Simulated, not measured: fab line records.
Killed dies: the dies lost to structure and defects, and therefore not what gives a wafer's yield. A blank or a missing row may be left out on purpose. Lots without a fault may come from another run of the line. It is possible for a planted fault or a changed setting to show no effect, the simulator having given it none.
Matching of chambers + flow n5-finfet + N5_BEOL_M2_DESCUM_33 on rie-diel-02 has 4 sister chambers
The step chemistry O2, time 7 s. 20 wafers are shown with their chamber, then 10 later ones without.

## WAFERS, EACH WITH ITS CHAMBER
| wafer  | chamber | showerhead-plenum-p-Torr (Torr) | throttle-valve-pct (%) | oes-product-au (a.u.) |
|--------|---------|---------------------------------|------------------------|-----------------------|
| L075.1 | 0       | 1.99                            | 20.64                  | 0.71                  |
| L075.4 | 1       | 1.99                            | 20.34                  | 0.73                  |
| L075.5 | 0       | 1.99                            | 20.63                  | 0.72                  |
| L078.3 | 0       | 1.99                            | 20.66                  | 0.70                  |
| L078.5 | 3       | 1.99                            | 20.90                  | 0.72                  |
| L078.6 | 2       | 2.18                            | 20.89                  | 0.75                  |
| L077.2 | 3       | 1.99                            | 20.90                  | 0.72                  |
| L077.5 | 3       | 1.99                            | 20.89                  | 0.72                  |
| L077.6 | 2       | 2.18                            | 20.88                  | 0.75                  |
| L081.1 | 1       | 1.99                            | 20.37                  | 0.72                  |
| L081.3 | 3       | 1.98                            | 20.92                  | 0.71                  |
| L081.5 | 0       | 1.99                            | 20.64                  | 0.71                  |
| L082.1 | 1       | 1.99                            | 20.37                  | 0.71                  |
| L082.4 | 3       | 1.98                            | 20.92                  | 0.71                  |
| L082.5 | 1       | 1.99                            | 20.37                  | 0.72                  |
| L084.2 | 2       | 2.17                            | 20.91                  | 0.74                  |
| L084.3 | 3       | 1.98                            | 20.91                  | 0.71                  |
| L084.6 | 0       | 1.99                            | 20.66                  | 0.70                  |
| L083.2 | 0       | 1.99                            | 20.66                  | 0.70                  |
| L083.5 | 2       | 2.17                            | 20.93                  | 0.74                  |

SIGNATURES (means of the wafers above)
| reading                  | chamber 0 | chamber 1 | chamber 2 | chamber 3 | scatter within a chamber |
|--------------------------|-----------|-----------|-----------|-----------|--------------------------|
| showerhead-plenum-p-Torr | 1.9900    | 1.9900    | 2.1750    | 1.9850    | 0.00395                  |
| throttle-valve-pct       | 20.6483   | 20.3625   | 20.9025   | 20.9067   | 0.0153                   |
| oes-product-au           | 0.7067    | 0.7200    | 0.7450    | 0.7150    | 0.007                    |
Rule: for each reading, subtract the chamber's mean from the wafer's reading, divide by that reading's scatter and square the result; add these up over the readings and take the root, which gives the wafer's distance from the chamber. The wafer belongs to the nearest chamber; if the next one is less than 2 further off, it can't be placed. The scatter: the root of (the sum of the squares of (reading less its chamber's mean) over the shown wafers, divided by (wafers less chambers)).

## WAFERS MISSING THEIR CHAMBER
| wafer  | showerhead-plenum-p-Torr (Torr) | throttle-valve-pct (%) | oes-product-au (a.u.) |
|--------|---------------------------------|------------------------|-----------------------|
| L083.6 | 1.98                            | 20.90                  | 0.71                  |
| L087.1 | 1.99                            | 20.66                  | 0.71                  |
| L087.3 | 1.99                            | 20.38                  | 0.72                  |
| L087.5 | 2.17                            | 20.92                  | 0.74                  |
| L095.3 | 1.98                            | 20.42                  | 0.70                  |
| L095.4 | 1.98                            | 20.71                  | 0.69                  |
| L095.5 | 1.98                            | 20.72                  | 0.69                  |
| L094.2 | 1.98                            | 20.69                  | 0.68                  |
| L094.3 | 2.16                            | 20.96                  | 0.72                  |
| L094.5 | 1.97                            | 20.96                  | 0.70                  |

## THE CHAMBER EACH PASSED THROUGH
| wafer  | from the rows above | in truth |
|--------|---------------------|----------|
| L083.6 | 3                   | 3        |
| L087.1 | 0                   | 0        |
| L087.3 | 1                   | 1        |
| L087.5 | 2                   | 2        |
| L095.3 | 1                   | 1        |
| L095.4 | 0                   | 0        |
| L095.5 | 0                   | 0        |
| L094.2 | 0                   | 0        |
| L094.3 | 2                   | 2        |
| L094.5 | 3                   | 3        |
Correctly placed: 10 of 10. Can't be placed from these rows: 0. Wrongly placed: 0.
